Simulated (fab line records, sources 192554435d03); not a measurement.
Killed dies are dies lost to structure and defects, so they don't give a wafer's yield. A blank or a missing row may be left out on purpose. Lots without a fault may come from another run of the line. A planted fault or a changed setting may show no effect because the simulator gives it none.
fab line records | flow n5_finfet
record lots=23 wafers=69 last_day=18
route steps=1938 shown WELL_APT@44 PMOS_HMC_CHANNEL_EPI@67 DUMMY_GATE@233 SD_EPI_N@274
lots that met no fault: from a run of the same line without faults
start_h: hours from the record's first day to the start of the lot's first wafer shown | wait_h: hours since the lot's step before | " the same as in the row above | L1.1+2: a row that stands for several wafers | - no value, or no start given | * or withheld: withheld | < > ~ a bound
route shown NAME@n: a module of which the file shows steps, and the number in the route of the first | usual: mean/standard deviation of fault-free wafers | same: alike in all rows | chamber/n: place in a boat | sites: the reading at each site | _std_site: their standard deviation | _edge_site: outer sites' mean less inner sites' | radius_mm: how far each site lies from the wafer's centre | mask NAME#n: copy n | behind: the tool/chamber that last shaped the wafer | hold: why the lot was held/for how many hours/how that ended | device: the transistor (n, p or np) that didn't switch | end of line: the same wafers' tests at the end of the route | a step without rows: its recipe alone | killed: dies lost to structure and defects at the first sort, not the wafer's yield | map: a wafer's dies, x killed, . not, _ none there
set.NAME: the setting as run; set.NAME@STEP: as run at that earlier step | model.NAME: the simulator's own value behind a step, which no gauge read
steps of the route over a sample of lots; a table a step, a row a wafer
services: from which hour (start_h, from the record's first day; less than 0 if before it) a tool's chamber was out of use, for how many hours, and why
## steps
# step N5_WELL_APT_OVL_MEAS_26
# recipe points_per_wafer=44
# usual PWELL_OVL=-3/5.2
# columns lot.wafer tool chamber start_h wait_h PWELL_OVL[nm]
L074.1 overlay-02 0 15.19 0.0 -6
L074.3 " 0 " " 1
L074.6 " 0 " " -4
L075.1 overlay-02 0 21.20 0.0 0
L075.4 " 0 " " 3
L075.5 " 0 " " -4
L076.2 overlay-01 0 27.01 0.0 -6
L076.3 " 0 " " -11
L076.6 " 0 " " -7
L077.1 overlay-02 0 32.90 0.0 1
L077.2 " 0 " " -7
L077.4 " 0 " " -4
L078.1 overlay-02 0 39.10 0.0 -9
L078.2 " 0 " " 5
L078.6 " 0 " " 2
L079.1 overlay-01 0 45.45 0.0 0
L079.3 " 0 " " -2
L079.5 " 0 " " -4
L080.2 overlay-01 0 51.17 0.0 -7
L080.3 " 0 " " -6
L080.4 " 0 " " -9
L081.1 overlay-02 0 56.94 0.0 -6
L081.3 " 0 " " -5
L081.6 " 0 " " -6
L082.2 overlay-02 0 63.01 0.0 10
L082.3 " 0 " " 5
L082.6 " 0 " " 1
L083.3 overlay-02 0 68.96 0.0 -3
L083.4 " 0 " " -13
L083.5 " 0 " " 2
L084.1 overlay-01 0 75.00 0.0 4
L084.2 " 0 " " -1
L084.5 " 0 " " -3
L085.2 overlay-02 0 81.61 0.0 4
L085.5 " 0 " " 9
L085.6 " 0 " " 1
L087.2 overlay-02 0 93.08 0.0 -3
L087.4 " 0 " " -2
L087.6 " 0 " " 2
L088.1 overlay-01 0 99.28 0.0 1
L088.5 " 0 " " -3
L088.6 " 0 " " 1
L089.2 overlay-02 0 105.83 0.0 -2
L089.4 " 0 " " -11
L089.6 " 0 " " -5
L090.1 overlay-01 0 111.10 0.0 -6
L090.2 " 0 " " -6
L090.6 " 0 " " -6
L091.4 overlay-01 0 117.11 0.0 -8
L091.5 " 0 " " -8
L091.6 " 0 " " -4
L092.1 overlay-01 0 122.83 0.0 -11
L092.2 " 0 " " -6
L092.4 " 0 " " -7
L093.1 overlay-02 0 128.80 0.0 1
L093.3 " 0 " " 0
L093.4 " 0 " " -6
L094.1 overlay-01 0 135.31 0.0 -6
L094.3 " 0 " " -14
L094.6 " 0 " " -1
L095.2 overlay-01 0 140.84 0.0 -3
L095.4 " 0 " " 3
L095.5 " 0 " " -4
L096.1 overlay-02 0 147.05 0.0 -4
L096.4 " 0 " " -3
L096.5 " 0 " " -1
L097.1 overlay-01 0 152.83 0.0 -3
L097.4 " 0 " " 5
L097.6 " 0 " " -4
# step N5_PMOS_HMC_CHANNEL_EPI_INSPECT_11
# recipe mode=adi inspect_instrument=macro
# usual raw_defect_count=2.1/1.4
# columns lot.wafer tool chamber start_h wait_h raw_defect_count
L074.1 defect_inspect-01 - 17.38 0.0 4
L074.3 " - " " 2
L074.6 " - " " 1
L075.1 defect_inspect-02 - 24.48 0.0 4
L075.4 " - " " 2
L075.5 " - " " 0
L076.2 defect_inspect-01 - 29.67 0.0 0
L076.3 " - " " 5
L076.6 " - " " 1
L077.1 defect_inspect-02 - 35.19 0.0 3
L077.2 " - " " 4
L077.4 " - " " 2
L078.1 defect_inspect-02 - 41.97 0.0 5
L078.2 " - " " 0
L078.6 " - " " 2
L079.1 defect_inspect-01 - 47.73 0.0 2
L079.3 " - " " 2
L079.5 " - " " 2
L080.2 defect_inspect-01 - 53.85 0.0 0
L080.3 " - " " 2
L080.4 " - " " 2
L081.1 defect_inspect-02 - 59.78 0.0 3
L081.3 " - " " 2
L081.6 " - " " 5
L082.2 defect_inspect-01 - 65.42 0.0 1
L082.3 " - " " 0
L082.6 " - " " 2
L083.3 defect_inspect-01 - 71.73 0.0 4
L083.4 " - " " 1
L083.5 " - " " 6
L084.1 defect_inspect-02 - 77.35 0.0 4
L084.2 " - " " 1
L084.5 " - " " 3
L085.2 defect_inspect-02 - 83.81 0.0 1
L085.5 " - " " 6
L085.6 " - " " 2
L087.2 defect_inspect-02 - 95.53 0.0 3
L087.4 " - " " 3
L087.6 " - " " 3
L088.1 defect_inspect-01 - 101.67 0.0 2
L088.5 " - " " 2
L088.6 " - " " 2
L089.2 defect_inspect-02 - 108.33 0.0 3
L089.4 " - " " 2
L089.6 " - " " 0
L090.1 defect_inspect-01 - 113.51 0.0 3
L090.2 " - " " 1
L090.6 " - " " 2
L091.4 defect_inspect-01 - 119.80 0.0 3
L091.5 " - " " 2
L091.6 " - " " 2
L092.1 defect_inspect-02 - 125.12 0.0 1
L092.2 " - " " 1
L092.4 " - " " 2
L093.1 defect_inspect-01 - 131.90 0.0 0
L093.3 " - " " 2
L093.4 " - " " 1
L094.1 defect_inspect-02 - 137.87 0.0 3
L094.3 " - " " 3
L094.6 " - " " 2
L095.2 defect_inspect-02 - 143.23 0.0 1
L095.4 " - " " 3
L095.5 " - " " 2
L096.1 defect_inspect-01 - 149.38 0.0 3
L096.4 " - " " 5
L096.5 " - " " 2
L097.1 defect_inspect-02 - 154.90 0.0 5
L097.4 " - " " 0
L097.6 " - " " 2
# step N5_PMOS_HMC_CHANNEL_EPI_ETCH_32
# recipe chemistry=N2/H2 target=BARC stop_on=SiO2 target_depth_a=858 over_etch_frac=0.3 time_s=50.3 ion_energy_ev=200 mask_material=CAR-ArF-block pressure_mtorr=30 source_w=840 bias_w=150 n2_flow_sccm=200 h2_flow_sccm=200
# usual chamber_pressure_mTorr=29.996/0.029 drypump_motor_current_A=5.8/0.5 n2_flow_sccm=200.0/0.58 oes_product_au=0.67/0.067 rf_vpp_V=524.9/2.6 showerhead_plenum_p_Torr=2.58/0.086 throttle_valve_pct=17.84/0.22
# columns lot.wafer tool chamber start_h wait_h chamber_pressure_mTorr drypump_motor_current_A n2_flow_sccm oes_product_au rf_hours_counter_h rf_vpp_V showerhead_plenum_p_Torr throttle_valve_pct
L074.1 rie_diel-04 3 17.45 0.0 29.984 5.7 200.3 0.63 201 526.2 2.65 17.73
L074.3 " 1 " " 29.968 6.3 201.4 0.67 141 527.8 2.66 17.49
L074.6 " 1 " " 30.013 6.3 200.6 0.67 - 526.4 2.66 17.49
L075.1 rie_diel-02 0 24.88 0.0 29.978 5.1 200.3 0.63 148 523.6 2.54 18.14
L075.4 " 2 " " 30.012 6.6 200.3 0.62 - 525.4 2.63 17.91
L075.5 " 3 " " 29.973 6.6 199.9 0.58 - 518.5 2.41 18.17
L076.2 rie_diel-04 3 29.74 0.0 30.000 5.7 200.6 0.62 204 528.4 2.64 17.74
L076.3 " 0 " " 29.967 5.6 200.4 0.65 136 524.2 2.53 17.98
L076.6 " 0 " " 30.054 5.6 200.4 0.65 - 521.7 2.53 17.99
L077.1 rie_diel-03 0 35.26 0.0 30.006 5.9 199.6 0.68 118 525.2 2.56 17.86
L077.2 " 3 " " 30.000 5.6 199.2 0.60 247 519.7 2.40 17.90
L077.4 " 2 " " 29.990 5.0 200.6 0.74 59 523.5 2.57 17.79
L078.1 rie_diel-02 2 42.21 0.0 29.975 6.6 200.1 0.60 243 523.8 2.63 17.90
L078.2 " 3 " " 29.946 6.6 199.5 0.58 245 519.6 2.41 18.18
L078.6 " 3 " " 30.046 6.6 199.9 0.58 - 518.4 2.41 18.18
L079.1 rie_diel-02 1 47.96 0.0 30.070 5.4 200.9 0.78 17 524.3 2.60 17.42
L079.3 " 0 " " 30.048 5.1 199.3 0.62 154 523.9 2.53 18.14
L079.5 " 3 " " 29.953 6.6 200.6 0.58 - 520.9 2.41 18.18
L080.2 rie_diel-03 1 53.92 0.0 29.937 6.0 199.4 0.67 130 521.4 2.43 17.92
L080.3 " 2 " " 30.049 5.0 200.3 0.72 65 525.8 2.56 17.80
L080.4 " 0 " " 29.970 6.0 200.4 0.68 - 524.5 2.56 17.87
L081.1 rie_diel-04 3 59.84 0.0 30.028 5.8 201.1 0.61 213 525.8 2.64 17.74
L081.3 " 2 " " 29.977 5.7 200.0 0.65 114 526.1 2.65 18.02
L081.6 " 2 " " 30.021 5.7 200.3 0.66 - 526.1 2.65 18.01
L082.2 rie_diel-04 3 66.04 0.0 30.010 5.7 200.1 0.61 215 526.5 2.64 17.73
L082.3 " 2 " " 29.985 5.7 200.1 0.65 116 526.7 2.65 18.03
L082.6 " 3 " " 30.031 5.7 200.4 0.61 - 526.3 2.64 17.75
L083.3 rie_diel-04 2 71.79 0.0 30.014 5.7 199.3 0.65 118 528.0 2.65 18.02
L083.4 " 1 " " 30.009 6.3 200.6 0.66 156 528.3 2.65 17.55
L083.5 " 3 " " 29.985 5.7 200.9 0.61 - 524.8 2.64 17.76
L084.1 rie_diel-02 1 77.41 0.0 30.021 5.4 200.0 0.76 27 524.6 2.59 17.46
L084.2 " 0 " " 29.937 5.2 199.6 0.63 165 523.8 2.53 18.16
L084.5 " 2 " " 30.050 6.7 200.1 0.60 - 526.7 2.62 17.96
L085.2 rie_diel-04 0 83.88 0.0 29.987 5.6 198.4 0.64 153 524.7 2.52 18.02
L085.5 " 1 " " 30.012 6.3 200.4 0.65 - 526.0 2.65 17.56
L085.6 " 0 " " 29.971 5.6 199.4 0.64 - 524.0 2.52 18.00
L087.2 rie_diel-04 3 95.60 0.0 30.030 5.7 198.9 0.61 225 525.9 2.64 17.77
L087.4 " 0 " " 29.992 5.6 198.8 0.64 157 523.7 2.52 18.01
L087.6 " 3 " " 29.980 5.7 199.8 0.61 - 526.5 2.64 17.78
L088.1 rie_diel-03 0 101.74 0.0 30.016 5.9 199.9 0.67 139 524.3 2.55 17.89
L088.5 " 3 " " 29.985 5.6 200.3 0.80 - 528.8 2.71 17.55
L088.6 " 0 " " 29.989 5.9 199.8 0.67 - 524.8 2.55 17.88
L089.2 rie_diel-02 0 108.48 0.0 29.994 5.2 200.2 0.61 177 524.5 2.52 18.18
L089.4 " 3 " " 29.987 6.6 199.2 0.82 8 528.8 2.72 17.70
L089.6 " 3 " " 29.979 6.7 199.7 0.82 - 529.5 2.72 17.71
L090.1 rie_diel-04 0 113.91 0.0 29.946 5.6 200.0 0.64 162 524.2 2.52 18.03
L090.2 " 2 " " 29.969 5.7 199.6 0.64 132 526.6 2.64 18.05
L090.6 " 0 " " 29.972 5.6 199.9 0.64 - 523.6 2.52 18.04
L091.4 rie_diel-03 1 119.87 0.0 30.020 6.0 200.9 0.65 150 520.8 2.43 17.93
L091.5 " 1 " " 30.015 6.0 199.5 0.65 - 520.9 2.43 17.93
L091.6 " 2 " " 29.994 5.0 200.2 0.70 - 525.2 2.55 17.83
L092.1 rie_diel-03 0 125.62 0.0 29.971 5.9 199.9 0.66 145 524.5 2.55 17.89
L092.2 " 3 " " 29.976 5.6 199.5 0.78 16 529.6 2.71 17.58
L092.4 " 1 " " 29.995 6.0 199.7 0.65 151 520.3 2.43 17.90
L093.1 rie_diel-02 3 131.97 0.0 29.987 6.5 200.1 0.81 15 530.7 2.72 17.70
L093.3 " 0 " " 30.011 5.1 199.9 0.62 184 523.9 2.52 18.20
L093.4 " 1 " " 29.972 5.4 199.1 0.74 46 524.9 2.59 17.49
L094.1 rie_diel-02 2 137.94 0.0 30.005 6.6 199.7 0.80 8 524.2 2.62 17.54
L094.3 " 1 " " 30.040 5.4 199.2 0.73 48 525.2 2.59 17.49
L094.6 " 3 " " 29.951 6.6 200.9 0.80 - 528.3 2.72 17.71
L095.2 rie_diel-03 0 143.30 0.0 30.003 5.9 199.9 0.66 149 523.0 2.55 17.91
L095.4 " 3 " " 29.999 5.7 200.2 0.78 20 529.1 2.71 17.58
L095.5 " 2 " " 30.024 5.0 200.0 0.70 - 524.2 2.55 17.84
L096.1 rie_diel-02 0 149.51 0.0 29.995 5.1 199.3 0.61 189 522.7 2.52 18.21
L096.4 " 2 " " 29.972 6.6 200.0 0.79 12 526.0 2.61 17.55
L096.5 " 0 " " 30.036 5.1 199.5 0.61 - 522.8 2.52 18.21
L097.1 rie_diel-03 2 154.97 0.0 29.978 5.0 199.8 0.71 95 523.7 2.55 17.85
L097.4 " 1 " " 29.976 6.0 201.0 0.65 160 521.8 2.42 17.94
L097.6 " 3 " " 30.012 5.6 199.3 0.77 - 529.0 2.70 17.58
# step N5_DUMMY_GATE_INSPECT_17
# recipe mode=adi inspect_instrument=brightfield
# usual raw_defect_count=200/62
# columns lot.wafer tool chamber start_h wait_h raw_defect_count
L074.1 defect_inspect-01 - 46.72 0.1 190
L074.3 " - " " 161
L074.6 " - " " 298
L075.1 defect_inspect-01 - 54.82 0.1 291
L075.4 " - " " 120
L075.5 " - " " 176
L076.2 defect_inspect-02 - 59.96 0.0 122
L076.3 " - " " 138
L076.6 " - " " 136
L077.1 defect_inspect-02 - 72.99 0.1 274
L077.2 " - " " 286
L077.4 " - " " 262
L078.1 defect_inspect-02 - 77.03 0.1 269
L078.2 " - " " 257
L078.6 " - " " 268
L079.1 defect_inspect-01 - 80.93 0.1 159
L079.3 " - " " 106
L079.5 " - " " 131
L080.2 defect_inspect-02 - 85.84 0.0 118
L080.3 " - " " 167
L080.4 " - " " 120
L081.1 defect_inspect-01 - 89.64 0.1 170
L081.3 " - " " 102
L081.6 " - " " 182
L082.2 defect_inspect-02 - 94.93 0.0 171
L082.3 " - " " 237
L082.6 " - " " 226
L083.3 defect_inspect-02 - 100.71 0.0 108
L083.4 " - " " 171
L083.5 " - " " 189
L084.1 defect_inspect-02 - 106.47 0.1 227
L084.2 " - " " 439
L084.5 " - " " 258
L085.2 defect_inspect-01 - 115.01 0.0 137
L085.5 " - " " 171
L085.6 " - " " 164
L087.2 defect_inspect-02 - 124.76 0.0 139
L087.4 " - " " 181
L087.6 " - " " 230
L088.1 defect_inspect-01 - 130.33 0.1 194
L088.5 " - " " 217
L088.6 " - " " 164
L089.2 defect_inspect-01 - 138.91 0.0 172
L089.4 " - " " 199
L089.6 " - " " 178
L091.4 defect_inspect-02 - 151.69 0.0 176
L091.5 " - " " 304
L091.6 " - " " 294
L090.1 defect_inspect-01 - 151.90 0.1 122
L090.2 " - " " 109
L090.6 " - " " 110
L092.1 defect_inspect-01 - 159.60 0.1 197
L092.2 " - " " 253
L092.4 " - " " 188
L093.1 defect_inspect-01 - 165.05 0.1 190
L093.3 " - " " 297
L093.4 " - " " 210
L095.2 defect_inspect-01 - 173.09 0.0 175
L095.4 " - " " 83
L095.5 " - " " 140
L094.1 defect_inspect-02 - 173.25 0.1 221
L094.3 " - " " 233
L094.6 " - " " 246
L096.1 defect_inspect-02 - 180.96 0.1 199
L096.4 " - " " 216
L096.5 " - " " 217
L097.1 defect_inspect-02 - 185.39 0.1 264
L097.4 " - " " 215
L097.6 " - " " 288
# step N5_DUMMY_GATE_ETCH_32
# recipe chemistry=CF4 target=SiO2 target_depth_a=35 time_s=3.9 ion_energy_ev=350 pressure_mtorr=10 icp_w=800 bias_w=400 cf4_flow_sccm=80
# usual cf4_flow_sccm=79.97/0.23 chamber_pressure_mTorr=10.001/0.0085 drypump_motor_current_A=5.9/0.47 oes_product_au=0.991/0.02 throttle_valve_pct=21.86/0.25
# columns lot.wafer tool chamber start_h wait_h cf4_flow_sccm chamber_pressure_mTorr drypump_motor_current_A oes_product_au rf_hours_counter_h throttle_valve_pct
L074.1 rie_si-02 3 47.43 0.1 80.17 10.001 6.5 0.992 108 21.90
L074.3 " 0 " " 79.49 10.003 6.3 1.016 151 21.95
L074.6 " 0 " " 79.56 9.994 6.3 1.014 - 21.95
L075.1 rie_si-02 3 55.56 0.1 79.98 10.012 6.5 0.994 109 21.86
L075.4 " 1 " " 79.61 10.000 6.2 0.956 147 21.62
L075.5 " 2 " " 79.88 9.987 6.0 0.996 - 21.44
L076.2 rie_si-02 3 60.66 0.1 79.91 9.990 6.5 0.989 109 21.89
L076.3 " 1 " " 80.32 10.001 6.1 0.963 147 21.63
L076.6 " 2 " " 80.29 9.996 5.9 0.991 - 21.46
L077.1 rie_si-03 0 73.69 0.1 80.13 10.016 6.2 0.980 38 22.00
L077.2 " 2 " " 80.24 9.997 4.9 1.025 16 22.19
L077.4 " 1 " " 79.63 10.005 5.1 1.003 186 22.27
L078.1 rie_si-03 2 77.80 0.1 79.91 9.993 4.9 1.025 16 22.19
L078.2 " 0 " " 79.90 10.012 6.3 0.979 38 21.99
L078.6 " 1 " " 79.91 9.987 5.1 1.020 - 22.26
L079.1 rie_si-05 3 81.63 0.1 79.67 10.002 6.0 0.984 71 21.60
L079.3 " 1 " " 80.18 10.011 5.6 0.987 127 21.45
L079.5 " 3 " " 79.70 9.998 6.0 0.986 - 21.58
L080.2 rie_si-02 2 86.54 0.1 79.86 9.993 5.9 1.004 6 21.45
L080.3 " 0 " " 80.12 10.010 6.4 1.019 152 21.93
L080.4 " 3 " " 79.79 10.003 6.5 0.999 109 21.89
L081.1 rie_si-03 2 90.34 0.1 80.11 10.012 4.9 1.019 17 22.19
L081.3 " 3 " " 79.89 9.991 5.7 0.959 141 21.86
L081.6 " 0 " " 79.97 9.999 6.2 0.983 - 22.00
L082.2 rie_si-03 1 95.63 0.1 79.97 10.002 5.1 1.009 186 22.26
L082.3 " 3 " " 79.62 10.018 5.8 0.955 141 21.88
L082.6 " 1 " " 80.20 9.993 5.1 1.002 - 22.24
L083.3 rie_si-02 3 101.65 0.1 79.67 10.023 6.5 0.996 109 21.88
L083.4 " 1 " " 80.06 10.002 6.2 0.958 - 21.63
L083.5 " 2 " " 79.78 9.988 5.9 1.008 - 21.46
L084.1 rie_si-03 3 107.17 0.1 79.73 9.991 5.7 0.960 141 21.88
L084.2 " 1 " " 80.17 10.000 5.1 1.005 186 22.26
L084.5 " 3 " " 79.46 10.015 5.8 0.956 - 21.87
L085.2 rie_si-03 1 115.71 0.1 79.95 10.000 5.1 0.998 186 22.26
L085.5 " 3 " " 80.20 9.984 5.7 0.947 - 21.88
L085.6 " 2 " " 79.94 10.017 4.9 1.011 - 22.16
L087.2 rie_si-02 0 125.61 0.1 80.09 10.013 6.4 1.018 153 21.94
L087.4 " 3 " " 80.03 9.998 6.4 1.001 110 21.88
L087.6 " 3 " " 79.75 9.999 6.5 0.998 - 21.87
L088.1 rie_si-05 1 131.04 0.1 80.00 10.005 5.7 0.976 128 21.43
L088.5 " 2 " " 80.04 9.988 6.2 0.981 - 22.04
L088.6 " 3 " " 80.22 10.008 6.0 0.985 - 21.57
L089.2 rie_si-02 0 139.87 0.1 79.92 10.002 6.4 1.008 153 21.94
L089.4 " 3 " " 80.16 10.002 6.5 1.002 110 21.89
L089.6 " 3 " " 80.23 9.992 6.5 1.009 - 21.88
L091.4 rie_si-03 1 152.41 0.1 79.78 9.994 5.1 1.004 187 22.24
L091.5 " 2 " " 80.13 10.002 4.9 1.010 - 22.18
L091.6 " 3 " " 79.91 10.001 5.7 0.953 - 21.86
L090.1 rie_si-05 2 152.64 0.1 79.78 10.013 6.2 0.977 119 22.04
L090.2 " 1 " " 79.82 9.995 5.7 0.981 128 21.43
L090.6 " 3 " " 80.05 9.991 6.0 0.988 - 21.57
L092.1 rie_si-05 1 160.76 0.1 79.93 10.018 5.7 0.982 128 21.44
L092.2 " 0 " " 79.78 9.988 5.9 1.014 40 21.90
L092.4 " 2 " " 79.74 10.002 6.2 0.992 120 22.04
L093.1 rie_si-05 1 165.76 0.1 80.11 9.996 5.7 0.992 128 21.43
L093.3 " 2 " " 80.47 10.005 6.2 0.989 120 22.03
L093.4 " 0 " " 80.21 9.993 5.9 1.008 40 21.89
L095.2 rie_si-05 1 173.80 0.1 79.90 10.000 5.6 0.976 129 21.44
L095.4 " 0 " " 80.11 10.014 6.0 1.005 40 21.87
L095.5 " 3 " " 79.74 10.009 6.0 0.992 - 21.59
L094.1 rie_si-02 3 174.13 0.1 79.69 10.001 6.5 1.007 111 21.88
L094.3 " 1 " " 80.08 9.990 6.2 0.954 149 21.62
L094.6 " 3 " " 80.18 9.999 6.5 0.999 - 21.88
L096.1 rie_si-03 3 181.89 0.1 79.90 9.989 5.7 0.952 142 21.86
L096.4 " 1 " " 79.75 10.000 5.0 1.003 187 22.26
L096.5 " 0 " " 80.06 10.012 6.2 0.974 - 22.00
L097.1 rie_si-05 3 186.10 0.1 79.69 9.989 6.0 0.971 73 21.59
L097.4 " 1 " " 79.91 9.991 5.7 0.978 129 21.45
L097.6 " 0 " " 80.07 9.996 5.9 1.005 - 21.89
# step N5_SD_EPI_N_ETCH_34
# recipe chemistry=CF4 target=SiARC target_depth_a=455 mask_material=CAR-ArF-block time_s=75.8 ion_energy_ev=80 pressure_mtorr=40 source_w=545 bias_w=36 Ar_flow_sccm=100 cf4_flow_sccm=100 ends=cleared
# usual cf4_flow_sccm=99.97/0.27 chamber_pressure_mTorr=40.00/0.04 drypump_motor_current_A=5.7/0.38 etch_rf_on_time_s=76.3/1.8 oes_product_au=0.64/0.037 rf_vpp_V=183.9/1.3 showerhead_plenum_p_Torr=2.13/0.076 throttle_valve_pct=15.70/0.19
# columns lot.wafer tool chamber start_h wait_h cf4_flow_sccm chamber_pressure_mTorr drypump_motor_current_A etch_rf_on_time_s oes_product_au rf_hours_counter_h rf_vpp_V showerhead_plenum_p_Torr throttle_valve_pct
L074.1 rie_diel-05 0 51.93 0.0 100.00 40.01 5.3 77.3 0.68 108 183.0 1.99 15.76
L074.3 " 1 " " 99.87 40.00 6.6 74.8 0.60 221 182.7 2.05 16.04
L074.6 " 3 " " 99.85 40.05 5.1 76.0 0.65 - 184.7 2.15 15.62
L075.1 rie_diel-05 1 58.88 0.0 99.85 40.00 6.6 75.0 0.59 223 180.7 2.05 16.04
L075.4 " 0 " " 99.97 40.05 5.3 76.6 0.67 111 182.4 1.99 15.75
L075.5 " 3 " " 100.01 39.96 5.1 75.2 0.65 - 184.2 2.15 15.62
L076.2 rie_diel-05 0 62.37 0.0 99.97 39.94 5.3 77.0 0.67 112 182.9 1.99 15.76
L076.3 " 1 " " 100.01 39.97 6.6 75.5 0.59 225 183.1 2.05 16.04
L076.6 " 3 " " 100.13 39.98 5.1 76.5 0.65 - 183.4 2.15 15.62
L077.1 rie_diel-06 1 75.64 0.0 100.34 39.98 5.8 73.5 0.64 202 181.7 2.14 15.93
L077.2 " 2 " " 100.08 39.99 5.6 74.0 0.63 179 184.4 2.05 15.61
L077.4 " 3 " " 100.16 40.05 5.7 77.3 0.70 97 185.4 2.25 15.66
L078.1 rie_diel-06 1 79.52 0.0 99.60 40.03 5.8 74.3 0.64 203 183.4 2.14 15.95
L078.2 " 2 " " 99.91 39.95 5.5 73.7 0.63 180 181.9 2.05 15.63
L078.6 " 0 " " 100.14 40.00 6.0 78.6 0.67 - 184.4 2.23 15.52
L079.1 rie_diel-01 0 83.94 0.0 100.22 39.98 5.5 77.3 0.71 46 184.6 2.17 15.29
L079.3 " 3 " " 99.99 40.01 5.3 75.9 0.64 184 183.6 2.13 15.57
L079.5 " 1 " " 99.80 40.02 6.1 76.7 0.63 - 184.5 2.15 15.85
L080.2 rie_diel-01 3 88.29 0.0 100.02 40.05 5.3 76.0 0.64 185 184.8 2.13 15.58
L080.3 " 0 " " 100.16 39.96 5.5 76.2 0.71 48 186.3 2.17 15.28
L080.4 " 1 " " 99.93 39.98 6.1 75.9 0.63 161 182.7 2.15 15.85
L081.1 rie_diel-06 1 91.82 0.0 99.81 39.95 5.8 73.8 0.63 207 183.4 2.14 15.97
L081.3 " 2 " " 100.36 39.99 5.5 73.5 0.62 184 183.1 2.04 15.64
L081.6 " 0 " " 99.52 40.06 6.0 79.1 0.66 - 183.0 2.23 15.51
L082.2 rie_diel-01 2 98.87 0.0 99.65 40.04 6.4 74.8 0.60 203 185.0 2.20 15.61
L082.3 " 1 " " 99.72 39.99 6.1 77.8 0.62 164 184.8 2.15 15.88
L082.6 " 0 " " 99.74 40.01 5.5 76.8 0.71 - 184.2 2.17 15.30
L083.3 rie_diel-05 1 103.41 0.0 99.68 39.96 6.6 75.3 0.59 238 183.6 2.04 16.06
L083.4 " 0 " " 99.78 40.04 5.3 78.0 0.66 126 184.3 1.98 15.78
L083.5 " 1 " " 99.56 40.01 6.6 75.8 0.59 - 182.4 2.04 16.07
L084.1 rie_diel-06 0 108.65 0.0 99.76 40.00 6.0 78.0 0.67 117 185.2 2.23 15.56
L084.2 " 1 " " 100.04 40.04 5.7 73.2 0.64 211 182.4 2.14 15.97
L084.5 " 1 " " 100.26 39.98 5.8 73.1 0.63 - 184.9 2.14 15.96
L085.2 rie_diel-06 1 117.70 0.0 99.89 39.94 5.8 73.4 0.64 216 182.2 2.14 15.97
L085.5 " 0 " " 99.85 40.08 6.0 79.1 0.66 - 185.8 2.23 15.55
L085.6 " 1 " " 99.77 40.08 5.8 73.4 0.63 - 184.5 2.14 15.96
L087.2 rie_diel-06 1 127.09 0.0 99.70 40.03 5.7 74.8 0.63 218 184.0 2.14 16.00
L087.4 " 3 " " 100.06 40.00 5.7 77.3 0.68 112 184.9 2.25 15.67
L087.6 " 2 " " 99.89 40.01 5.6 75.1 0.61 - 182.2 2.04 15.66
L088.1 rie_diel-06 0 133.04 0.0 100.46 39.99 6.0 79.0 0.66 125 185.3 2.23 15.54
L088.5 " 0 " " 100.59 39.99 6.0 79.0 0.66 - 183.2 2.23 15.55
L088.6 " 1 " " 100.10 39.99 5.7 73.5 0.63 - 183.6 2.14 15.98
L089.2 rie_diel-05 0 142.84 0.0 99.72 40.01 5.3 77.2 0.65 140 183.1 1.98 15.80
L089.4 " 0 " " 100.07 39.99 5.3 77.1 0.65 - 181.6 1.98 15.80
L089.6 " 3 " " 99.62 40.01 5.1 77.1 0.63 - 184.7 2.14 15.68
L091.4 rie_diel-01 1 153.95 0.0 100.48 40.04 6.1 78.5 0.61 185 184.3 2.14 15.91
L091.5 " 1 " " 99.87 39.95 6.1 78.6 0.61 - 183.3 2.14 15.91
L091.6 " 2 " " 99.99 40.04 6.4 75.3 0.59 - 186.0 2.19 15.61
L090.1 rie_diel-05 2 154.52 0.0 99.70 39.98 5.4 77.4 0.58 233 182.4 2.03 15.70
L090.2 " 1 " " 100.15 40.01 6.6 72.5 0.87 1 185.5 2.29 15.62
L090.6 " 0 " " 99.95 39.98 5.3 75.6 0.65 - 181.4 1.98 15.82
L092.1 rie_diel-06 1 162.44 0.0 100.34 40.02 5.7 74.6 0.62 232 183.4 2.13 16.00
L092.2 " 2 " " 99.95 39.96 5.6 75.1 0.60 205 183.0 2.04 15.66
L092.4 " 2 " " 99.73 40.00 5.6 75.1 0.60 - 184.1 2.04 15.67
L093.1 rie_diel-06 3 167.36 0.0 99.99 40.02 5.7 77.3 0.67 125 184.3 2.24 15.71
L093.3 " 1 " " 100.40 40.02 5.8 74.9 0.61 235 184.1 2.13 16.02
L093.4 " 0 " " 99.57 39.98 6.0 80.2 0.64 140 185.8 2.22 15.58
L095.2 rie_diel-01 2 176.11 0.0 99.81 39.98 6.3 75.4 0.59 228 184.0 2.19 15.64
L095.4 " 1 " " 100.05 40.00 6.1 78.3 0.60 193 184.2 2.14 15.92
L095.5 " 3 " " 99.91 39.98 5.3 76.6 0.62 - 183.6 2.12 15.65
L094.1 rie_diel-06 2 176.62 0.0 100.08 40.03 5.6 74.1 0.60 211 183.0 2.04 15.68
L094.3 " 3 " " 100.65 39.95 5.8 77.4 0.67 127 184.4 2.24 15.70
L094.6 " 0 " " 99.92 40.01 6.0 79.7 0.64 - 184.7 2.22 15.56
L096.1 rie_diel-01 2 183.81 0.0 100.12 40.03 6.4 74.7 0.59 231 184.2 2.19 15.65
L096.4 " 1 " " 100.35 40.03 6.1 78.2 0.61 197 183.0 2.13 15.94
L096.5 " 3 " " 99.65 39.92 5.3 77.2 0.60 - 184.3 2.12 15.65
L097.1 rie_diel-06 1 188.25 0.0 99.46 39.99 5.8 74.2 0.61 242 183.6 2.13 16.03
L097.4 " 0 " " 99.80 39.98 6.0 79.3 0.65 147 185.9 2.22 15.59
L097.6 " 1 " " 99.80 40.01 5.8 74.2 0.62 - 183.3 2.13 16.05
## services
# columns tool chamber start_h hours kind
rie_si-05 0 -5.28 4.1 repair
rie_diel-06 - -1.26 2.8 pm
rie_si-03 - 6.70 0.5 repair
rie_si-03 - 7.74 15.6 pm
rie_diel-02 1 20.97 6.6 repair
rie_diel-02 3 25.41 6.7 repair
rie_diel-05 1 35.97 1.5 repair
rie_si-02 1 36.88 11.0 repair
rie_diel-01 - 38.30 0.8 repair
rie_diel-01 - 39.22 13.9 repair
rie_si-02 0 44.52 2.0 repair
rie_diel-02 3 58.62 - clean
rie_diel-02 3 58.62 - consumable_replace:focus_ring
rie_diel-02 3 58.62 - consumable_replace:showerhead
rie_diel-02 2 87.28 - clean
rie_diel-02 2 87.28 - consumable_replace:focus_ring
rie_diel-02 2 87.28 19.8 scheduled_down
rie_si-02 0 99.99 3.4 repair
rie_si-02 3 103.74 15.8 repair
rie_diel-06 2 130.51 8.3 repair
rie_si-02 2 143.07 15.9 repair
rie_diel-06 3 159.99 6.8 repair
rie_diel-03 - 163.99 0.5 repair
rie_diel-03 2 175.88 5.3 repair
## key
fault none
